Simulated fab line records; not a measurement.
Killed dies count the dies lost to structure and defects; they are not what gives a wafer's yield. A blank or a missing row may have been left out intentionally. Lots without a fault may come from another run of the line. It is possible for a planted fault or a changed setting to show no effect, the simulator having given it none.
Chamber matching / flow n5 finfet / rie diel-01 running N5_BEOL_M6_ETCH_66: 4 sister chambers
The step etches SOC in N2/H2, target depth 80 nm, overetch 16 nm, time 120 s. 18 wafers are shown with their chamber, then 9 later ones without.

## WAFERS, EACH WITH ITS CHAMBER
wafer=L081.1; chamber=0; drypump motor current A (A)=6.5; throttle valve pct (%)=17.77; showerhead plenum p Torr (Torr)=2.47
wafer=L081.2; chamber=3; drypump motor current A (A)=5.2; throttle valve pct (%)=18.17; showerhead plenum p Torr (Torr)=2.55
wafer=L081.3; chamber=1; drypump motor current A (A)=5.7; throttle valve pct (%)=18.11; showerhead plenum p Torr (Torr)=2.52
wafer=L081.4; chamber=2; drypump motor current A (A)=5.0; throttle valve pct (%)=17.31; showerhead plenum p Torr (Torr)=2.59
wafer=L081.5; chamber=2; drypump motor current A (A)=5.0; throttle valve pct (%)=17.33; showerhead plenum p Torr (Torr)=2.59
wafer=L081.6; chamber=1; drypump motor current A (A)=5.6; throttle valve pct (%)=18.11; showerhead plenum p Torr (Torr)=2.52
wafer=L084.1; chamber=3; drypump motor current A (A)=5.2; throttle valve pct (%)=18.19; showerhead plenum p Torr (Torr)=2.54
wafer=L084.2; chamber=1; drypump motor current A (A)=5.6; throttle valve pct (%)=18.14; showerhead plenum p Torr (Torr)=2.52
wafer=L084.3; chamber=2; drypump motor current A (A)=5.0; throttle valve pct (%)=17.34; showerhead plenum p Torr (Torr)=2.59
wafer=L084.4; chamber=0; drypump motor current A (A)=6.5; throttle valve pct (%)=17.81; showerhead plenum p Torr (Torr)=2.47
wafer=L084.5; chamber=3; drypump motor current A (A)=5.2; throttle valve pct (%)=18.20; showerhead plenum p Torr (Torr)=2.54
wafer=L084.6; chamber=0; drypump motor current A (A)=6.5; throttle valve pct (%)=17.80; showerhead plenum p Torr (Torr)=2.47
wafer=L083.3; chamber=0; drypump motor current A (A)=6.5; throttle valve pct (%)=17.83; showerhead plenum p Torr (Torr)=2.46
wafer=L083.4; chamber=2; drypump motor current A (A)=5.0; throttle valve pct (%)=17.36; showerhead plenum p Torr (Torr)=2.58
wafer=L083.5; chamber=1; drypump motor current A (A)=5.6; throttle valve pct (%)=18.13; showerhead plenum p Torr (Torr)=2.51
wafer=L093.3; chamber=2; drypump motor current A (A)=5.0; throttle valve pct (%)=17.37; showerhead plenum p Torr (Torr)=2.58
wafer=L093.4; chamber=0; drypump motor current A (A)=6.5; throttle valve pct (%)=17.83; showerhead plenum p Torr (Torr)=2.46
wafer=L093.5; chamber=1; drypump motor current A (A)=5.7; throttle valve pct (%)=18.15; showerhead plenum p Torr (Torr)=2.51

SIGNATURES, as means of the wafers listed above
reading=drypump motor current A; chamber 0=6.500; chamber 1=5.640; chamber 2=5.000; chamber 3=5.200; scatter within a chamber=0.0293
reading=throttle valve pct; chamber 0=17.8080; chamber 1=18.1280; chamber 2=17.3420; chamber 3=18.1867; scatter within a chamber=0.0216
reading=showerhead plenum p Torr; chamber 0=2.4660; chamber 1=2.5160; chamber 2=2.5860; chamber 3=2.5433; scatter within a chamber=0.00552
Rule: distance of a wafer from a chamber = root of the sum over the readings of ((wafer's reading minus chamber's mean) / reading's scatter) squared. The wafer belongs to the nearest chamber; if the next one is less than 2 further off, it can't be placed. The scatter is the square root of a quotient: the sum, over the shown wafers, of each reading's squared deviation from its chamber's mean, divided by wafers minus chambers.

## WAFERS WITH NO CHAMBER GIVEN
wafer=L092.1; drypump motor current A (A)=5.2; throttle valve pct (%)=18.20; showerhead plenum p Torr (Torr)=2.54
wafer=L092.2; drypump motor current A (A)=5.0; throttle valve pct (%)=17.38; showerhead plenum p Torr (Torr)=2.58
wafer=L092.6; drypump motor current A (A)=6.5; throttle valve pct (%)=17.85; showerhead plenum p Torr (Torr)=2.46
wafer=L097.1; drypump motor current A (A)=5.6; throttle valve pct (%)=18.15; showerhead plenum p Torr (Torr)=2.51
wafer=L097.2; drypump motor current A (A)=5.0; throttle valve pct (%)=17.38; showerhead plenum p Torr (Torr)=2.58
wafer=L097.5; drypump motor current A (A)=5.0; throttle valve pct (%)=17.37; showerhead plenum p Torr (Torr)=2.58
wafer=L096.2; drypump motor current A (A)=5.7; throttle valve pct (%)=18.18; showerhead plenum p Torr (Torr)=2.51
wafer=L096.3; drypump motor current A (A)=5.2; throttle valve pct (%)=18.24; showerhead plenum p Torr (Torr)=2.53
wafer=L096.6; drypump motor current A (A)=6.5; throttle valve pct (%)=17.86; showerhead plenum p Torr (Torr)=2.46

## EACH ONE'S CHAMBER
wafer=L092.1; from the rows above=3; in truth=3
wafer=L092.2; from the rows above=2; in truth=2
wafer=L092.6; from the rows above=0; in truth=0
wafer=L097.1; from the rows above=1; in truth=1
wafer=L097.2; from the rows above=2; in truth=2
wafer=L097.5; from the rows above=2; in truth=2
wafer=L096.2; from the rows above=1; in truth=1
wafer=L096.3; from the rows above=3; in truth=3
wafer=L096.6; from the rows above=0; in truth=0
Placed correctly: 9 of 9. From these rows, 0 cannot be placed. Wrongly placed: 0.
